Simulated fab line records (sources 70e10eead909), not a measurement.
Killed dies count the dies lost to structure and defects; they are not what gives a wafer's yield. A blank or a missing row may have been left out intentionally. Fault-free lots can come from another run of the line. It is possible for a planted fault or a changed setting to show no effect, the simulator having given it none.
Which of the tools did it?    flow nand-harc    14 lots with 42 wafers sampled at 5 steps, on a route of 1302 steps

== WHAT THE GAUGES SHOWED, per wafer ==
NHARC_THIN_TSV_CD_MEAS_37. Usual: cd-nm 5001.3 nm, standard deviation 2.9.
lot   measured      on         cd-nm (nm)            flag
L282  day 23 21:28  cd-sem-02  4997.6 4997.9 4996.1  
L283  day 24 02:49  cd-sem-03  5001.1 5002.5 5000.4  
L285  day 25 18:49  cd-sem-01  5003.9 4997.0 5001.4  
L286  day 26 00:04  cd-sem-03  5005.0 4999.8 5004.3  
L287  day 25 18:02  cd-sem-03  4999.1 5002.5 5000.8  
L298  day 30 17:05  cd-sem-01  4998.0 5001.6 4997.8  
L300  day 31 11:34  cd-sem-02  4998.2 5002.5 5004.4  
L301  day 31 10:23  cd-sem-02  5003.8 5000.9 5001.6  
L302  day 32 12:42  cd-sem-01  4995.9 5000.5 5000.2  
L303  day 32 19:24  cd-sem-02  4999.6 4999.2 5003.6  
L304  day 33 12:44  cd-sem-03  5006.9 5002.0 5005.5  
L305  day 32 23:41  cd-sem-01  4999.8 5000.8 5002.0  

NHARC_END_SORT_01. Usual: killed-at-array 53, standard deviation 20; killed-at-other 1, standard deviation 1.2; killed-at-periphery 3.7, standard deviation 2.6; killed-dies 58, standard deviation 20; killed-open 3.5, standard deviation 1.8; killed-short 2.4, standard deviation 1.7.
lot   measured      on         killed-at-array  killed-at-other  killed-at-periphery  killed-dies  killed-open  killed-short  flag
L290  day 27 22:27  prober-02  76 73 82         1 0 0            600 604 595          677 677 677  3 3 7        6 4 3         OFF
L291  day 28 06:10  prober-01  55 37 58         1 2 3            621 638 616          677 677 677  6 0 4        0 4 1         OFF

== WHAT TOOL EACH LOT RAN ON (gives the tool, then ch and the chambers of the sampled wafers, and finally the start) ==
lot   NHARC_P_GATE_DEVELOP_45            NHARC_THIN_TSV_DEP_47            NHARC_THIN_TSV_DEGAS_53
L282  litho-track-07 ch 0, day 5 15:00   pecvd-03 ch 0,1, day 23 15:50    pvd-sputter-01, day 23 18:46
L283  litho-track-07 ch 0, day 6 02:00   pecvd-02 ch 0,2, day 23 21:19    pvd-sputter-03, day 24 00:14
L285  litho-track-03 ch 0, day 7 02:00   pecvd-03 ch 1,2, day 25 13:23    pvd-sputter-02, day 25 16:14
L286  litho-track-07 ch 0, day 7 04:00   pecvd-03 ch 1,2, day 25 18:44    pvd-sputter-03, day 25 21:35
L287  litho-track-02 ch 0, day 7 16:00   pecvd-02 ch 0,2, day 25 12:13    pvd-sputter-02, day 25 15:12
L290  litho-track-03 ch 0, day 8 20:00   -                                -
L291  litho-track-03 ch 0, day 9 14:00   -                                -
L298  litho-track-03 ch 0, day 12 04:00  pecvd-01 ch 0,1,2, day 30 11:49  pvd-sputter-02, day 30 14:38
L300  litho-track-03 ch 0, day 12 21:00  pecvd-02 ch 0,1, day 31 06:05    pvd-sputter-01, day 31 08:58
L301  litho-track-03 ch 0, day 13 08:00  pecvd-01 ch 0,2, day 31 04:52    pvd-sputter-01, day 31 07:57
L302  litho-track-03 ch 0, day 13 13:00  pecvd-02 ch 0,2, day 32 04:25    pvd-sputter-03, day 32 10:04
L303  litho-track-02 ch 0, day 14 07:00  pecvd-01 ch 0,2, day 32 13:44    pvd-sputter-01, day 32 16:50
L304  litho-track-03 ch 0, day 14 15:00  pecvd-03 ch 0,1, day 33 04:21    pvd-sputter-01, day 33 10:10
L305  litho-track-03 ch 0, day 15 00:00  pecvd-02 ch 0,2, day 32 18:00    pvd-sputter-02, day 32 21:02
- NHARC_P_GATE_DEVELOP_45: time 70 s.
- NHARC_THIN_TSV_DEP_47: deposits SiO2, target thk 200 nm.
- NHARC_THIN_TSV_DEGAS_53: time 60 s.

== WHAT THE TOOLS THEMSELVES READ (means of the sampled wafers that have a number; where no wafer has one, the mark that the record gives instead) ==
NHARC_THIN_TSV_DEP_47. Usual: throttle-valve-pct 16.3 %, standard deviation 0.74.
lot   tool      throttle-valve-pct (%)  flag
L282  pecvd-03  15.9                    
L283  pecvd-02  16.9                    
L285  pecvd-03  16.6                    
L286  pecvd-03  16.9                    
L287  pecvd-02  16.5                    
L298  pecvd-01  16.0                    
L300  pecvd-02  17.1                    
L301  pecvd-01  16.3                    
L302  pecvd-02  15.9                    
L303  pecvd-01  16.3                    
L304  pecvd-03  16.0                    
L305  pecvd-02  16.6                    

NHARC_THIN_TSV_DEGAS_53. Usual: heater-power-w 463 W, standard deviation 47.
lot   tool            heater-power-w (W)  flag
L282  pvd-sputter-01  497                 
L283  pvd-sputter-03  477                 
L285  pvd-sputter-02  434                 
L286  pvd-sputter-03  457                 
L287  pvd-sputter-02  416                 
L298  pvd-sputter-02  464                 
L300  pvd-sputter-01  431                 
L301  pvd-sputter-01  439                 
L302  pvd-sputter-03  477                 
L303  pvd-sputter-01  472                 
L304  pvd-sputter-01  439                 
L305  pvd-sputter-02  411                 

== THE ANSWER, worked out from the rows above alone ==
Rule: take the mean of a lot's wafers that have a number; if it is more than 3 standard deviations from the usual mean, the lot is off. Also off: a lot with no number at a reading for which 4 or more lots have one. Where the step has rows for the other lots, those lots are counted as sound. The gauges are gone through in route order, then the tools' own readings, and for those a lot's mean is taken as printed above. At the first step where some lot is off, the reading lying furthest off is the one used; lots without a number count as furthest.
Off, at NHARC_END_SORT_01 on killed-at-periphery: L290, L291. Neither off nor sound, because the step has no rows for them: L282, L283, L285, L286, L287, L298, L300, L301, L302, L303, L304, L305.
If a tool, at a process step before that reading, ran all the lots that are off and no sound lot after the first of them, it fits. The gauges at NHARC_END_SORT_01 are tried like those tools. One candidate fits, namely litho-track-03 at NHARC_P_GATE_DEVELOP_45. It ran no sound lot before its first lot that is off in this sample, so the start can't be narrowed down.

== WHAT WAS PUT IN BY THE SIMULATOR ==
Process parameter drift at NHARC_P_GATE_DEVELOP_45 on litho-track-03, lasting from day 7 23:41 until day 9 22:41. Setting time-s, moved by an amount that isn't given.
Struck lots among those shown: L290, L291. The rule above found the same.
